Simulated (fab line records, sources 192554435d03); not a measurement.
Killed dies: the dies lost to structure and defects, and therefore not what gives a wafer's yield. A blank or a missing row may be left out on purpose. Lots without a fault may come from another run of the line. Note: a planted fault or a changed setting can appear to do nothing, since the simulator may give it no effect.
Chamber matching    flow n5_finfet    rie_diel-03 running N5_DUMMY_GATE_DESCUM_20: 4 sister chambers
The step chemistry O2, time 6.2 s. 22 wafers are shown with their chamber, then 11 later ones without.

WAFERS WITH THEIR CHAMBER
wafer   chamber  drypump_motor_current_A (A)  throttle_valve_pct (%)  oes_product_au (a.u.)
L075.2  2        5.1                          20.27                   0.86
L075.5  3        6.2                          20.39                   0.90
L075.6  2        5.1                          20.26                   0.86
L076.4  3        6.2                          20.39                   0.89
L076.5  2        5.1                          20.27                   0.86
L076.6  1        5.6                          20.70                   0.76
L079.1  1        5.6                          20.71                   0.75
L079.3  2        5.0                          20.28                   0.84
L079.4  0        5.0                          20.43                   0.70
L080.3  0        5.0                          20.42                   0.70
L080.4  1        5.6                          20.70                   0.75
L080.5  2        5.1                          20.27                   0.86
L082.2  1        5.6                          20.70                   0.74
L082.3  2        5.0                          20.30                   0.83
L082.6  2        5.1                          20.29                   0.84
L083.3  1        5.6                          20.71                   0.74
L083.4  1        5.6                          20.72                   0.74
L083.5  3        6.2                          20.40                   0.87
L085.1  2        5.0                          20.29                   0.82
L085.4  0        5.0                          20.16                   0.99
L085.6  3        6.2                          20.41                   0.85
L091.2  0        5.0                          20.18                   0.95

SIGNATURES (means of the wafers above)
reading                  chamber 0  chamber 1  chamber 2  chamber 3  scatter within a chamber
drypump_motor_current_A  5.000      5.600      5.062      6.200      0.0323
throttle_valve_pct       20.2975    20.7067    20.2787    20.3975    0.0611
oes_product_au           0.8350     0.7467     0.8462     0.8775     0.0655
Rule: distance of a wafer from a chamber = root of the sum over the readings of ((wafer's reading minus chamber's mean) / reading's scatter) squared. The wafer belongs to the nearest chamber; if the next one is less than 2 further off, it can't be placed. The scatter is the square root of a quotient: the sum, over the shown wafers, of each reading's squared deviation from its chamber's mean, divided by wafers minus chambers.

WAFERS WITHOUT THEIR CHAMBER
wafer   drypump_motor_current_A (A)  throttle_valve_pct (%)  oes_product_au (a.u.)
L091.3  5.6                          20.74                   0.72
L091.4  6.2                          20.41                   0.83
L092.2  5.1                          20.32                   0.80
L092.4  5.0                          20.18                   0.95
L092.6  5.6                          20.75                   0.73
L094.2  6.2                          20.44                   0.84
L094.3  5.1                          20.32                   0.83
L094.5  5.6                          20.75                   0.73
L095.1  5.6                          20.74                   0.73
L095.2  5.1                          20.33                   0.81
L095.4  6.2                          20.44                   0.82

EACH ONE'S CHAMBER
wafer   from the rows above      in truth
L091.3  1                        1
L091.4  3                        3
L092.2  can't be placed: 2 or 0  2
L092.4  can't be placed: 0 or 2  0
L092.6  1                        1
L094.2  3                        3
L094.3  can't be placed: 2 or 0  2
L094.5  1                        1
L095.1  1                        1
L095.2  can't be placed: 2 or 0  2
L095.4  3                        3
Placed correctly: 7 of 11. Not placeable from these rows: 4 (in 4, the candidates include the true chamber). Placed wrongly: 0.
